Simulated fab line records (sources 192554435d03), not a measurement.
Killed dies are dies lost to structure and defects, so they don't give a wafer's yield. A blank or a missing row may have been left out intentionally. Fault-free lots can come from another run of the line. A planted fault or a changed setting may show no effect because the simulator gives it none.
Chamber matching | flow n5Finfet | aldSin-04 running N5_FIN_SAQP_SPACER2_ALD_28: 4 sister chambers
The step deposits SiO2, target thk 8.1 nm, pulse time 1 s, purge time 2 s. 14 wafers are shown with their chamber, then 7 later ones without.

WAFERS WITH THEIR CHAMBER
wafer  | chamber | heaterPowerW (W) | precursorPulseHeightRel
L074.3 | 0       | 431              | 1.011
L074.5 | 0       | 431              | 0.998
L074.6 | 1       | 490              | 0.970
L077.2 | 1       | 495              | 0.987
L077.5 | 2       | 526              | 1.038
L077.6 | 1       | 478              | 1.014
L080.1 | 3       | 462              | 0.953
L080.2 | 2       | 536              | 0.975
L080.4 | 0       | 440              | 1.013
L083.3 | 0       | 427              | 1.002
L083.4 | 1       | 501              | 1.028
L083.5 | 3       | 454              | 0.993
L087.3 | 2       | 562              | 0.993
L087.4 | 1       | 464              | 1.005

SIGNATURES (means of the wafers above)
reading                 | chamber 0 | chamber 1 | chamber 2 | chamber 3 | scatter within a chamber
heaterPowerW            | 432.25    | 485.60    | 541.33    | 458.00    | 13
precursorPulseHeightRel | 1.00600   | 1.00080   | 1.00200   | 0.97300   | 0.0227
Rule: for a wafer and a chamber, the distance is found by dividing, reading by reading, the gap between the wafer's reading and the chamber's mean by the reading's scatter, squaring, summing and taking the root. The wafer belongs to the nearest chamber; if the next one is less than 2 further off, it can't be placed. The scatter: take each reading less its chamber's mean, square it, sum over the shown wafers, divide by the number of wafers less the number of chambers, and take the root.

WAFERS WHOSE CHAMBER IS MISSING
wafer  | heaterPowerW (W) | precursorPulseHeightRel
L087.5 | 563              | 1.008
L090.2 | 582              | 0.985
L090.5 | 443              | 1.011
L090.6 | 487              | 0.974
L093.2 | 562              | 0.981
L093.4 | 439              | 0.977
L093.5 | 483              | 1.009

WHICH CHAMBER EACH WENT THROUGH
wafer  | from the rows above     | in truth
L087.5 | 2                       | 2
L090.2 | 2                       | 2
L090.5 | can't be placed: 0 or 3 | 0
L090.6 | can't be placed: 1 or 3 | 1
L093.2 | 2                       | 2
L093.4 | can't be placed: 0 or 3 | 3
L093.5 | 1                       | 1
Placed correctly: 4 of 7. Cannot be placed on the basis of these rows: 3; the candidates contain the true chamber in 3. 0 placed wrongly.
